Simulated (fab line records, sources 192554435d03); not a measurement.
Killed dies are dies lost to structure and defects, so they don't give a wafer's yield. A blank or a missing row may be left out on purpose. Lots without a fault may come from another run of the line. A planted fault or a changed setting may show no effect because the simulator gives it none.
Problem report in the 8D (eight disciplines) form, filled by code | flow n5_finfet | the parts of the form that need people (team, actions taken, sign-off) are left out

1. THE PROBLEM
killed_at_M4_up at N5_PASSIVATION_PROBE_49 reads a mean of 80 on 4 wafers of 3 lots; wafers without a fault read 14 with a standard deviation of 5.2. That is +13 standard deviations from the usual mean.
First seen on wafer L221.5, day 18 10:04, on prober-01. The record holds 21 wafers of 7 lots with a number at this step. Rule for "out", or "out of limits": more than 4 standard deviations from the usual mean. The other wafers with a number count as sound.

2. WHAT IT IS AND WHAT IT IS NOT
question                    | is                             | is not
which readings at this step | killed_at_M4_up                | killed_at_M0_to_M3, killed_at_contacts, killed_at_front_end, killed_at_other, killed_open, killed_short
which lots                  | L219, L221, L222               | L206, L209, L210, L212
which wafers of those lots  | L219.1, L221.5, L222.1, L222.4 | L219.3, L219.6, L221.1, L221.4, L222.6
read on which tools         | prober-01, prober-02           | -
when                        | from day 18 10:04              | up to then (14 sound wafers); but 3 sound wafers of L219, L222 came after

3. SUSPECTS, AND WHAT RULES EACH OUT
Counting: a tool at a process step up to the reading stays a suspect if it ran every lot that is out. Sound lots after the first of them don't rule it out here, since some wafers of a struck lot are sound.
- pecvd-02 at N5_BEOL_M5_ILD_DEP_00 (deposits SiCOH lowk from DEMS/porogen, target thk 140.64 nm, time 25.9 s): kept. It ran every lot that is out, first L219 (day 13 22:19); its last sound lot up to then is L210 (day 10 17:01).
- Within pecvd-02 at N5_BEOL_M5_ILD_DEP_00: the wafers that are out ran in chamber 0; their sound lot-mates ran in chamber 2.
Left after counting: pecvd-02 at N5_BEOL_M5_ILD_DEP_00.

4. THE CAUSE (what the simulator had put in)
Chamber particle source: pecvd-02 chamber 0, from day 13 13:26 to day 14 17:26, at N5_BEOL_M5_ILD_DEP_00. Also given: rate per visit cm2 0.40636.
Counting left only this tool.

5. THE CHAIN OF EFFECTS, in route order
Each row: a reading whose mean over the struck wafers that have a number lies more than 3 standard deviations from the usual. Only readings for which the record gives a usual standard deviation are gone through. hours: the time from each lot's start at the first step in this table that gives one to its start at this step, as a median over the lots. sigmas: the change in usual standard deviations.
hours | step                    | reading              | usual  | on struck wafers | change | sigmas
0     | N5_PASSIVATION_PROBE_49 | defect_limited_yield | 90.9 % | 84.9             | -6.0   | -4.0
0     | N5_PASSIVATION_PROBE_49 | killed_at_M4_up      | 14     | 80               | +66    | +13
0     | N5_PASSIVATION_PROBE_49 | killed_dies          | 108    | 178              | +70    | +3.9
0     | N5_PASSIVATION_PROBE_49 | killed_on_rim        | 14     | 29               | +15    | +3.5
0     | N5_PASSIVATION_PROBE_49 | sort_bin_5_function  | 5.4 %  | 9.3              | +3.9   | +3.9
0     | N5_PASSIVATION_PROBE_49 | sort_n_pass          | 1072   | 1002             | -70    | -3.9
0     | N5_PASSIVATION_PROBE_49 | sort_yield_pct       | 90.9 % | 84.9             | -6.0   | -4.0
The process steps in it:
- N5_PASSIVATION_PROBE_49

6. WHAT WOULD HAVE CAUGHT IT SOONER
In this record the first reading out of limits was taken at day 18 10:04, 117 hours after the fault began at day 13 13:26.
Of the tool readings at N5_BEOL_M5_ILD_DEP_00 for which the record gives a usual standard deviation, none was out on any struck wafer, so an alarm limit of 4 standard deviations on them would not have fired.
All the lots that are out (3) had begun N5_BEOL_M5_ILD_DEP_00 on pecvd-02 by day 18 10:04. A hold on the tool at that time would have spared none of them.
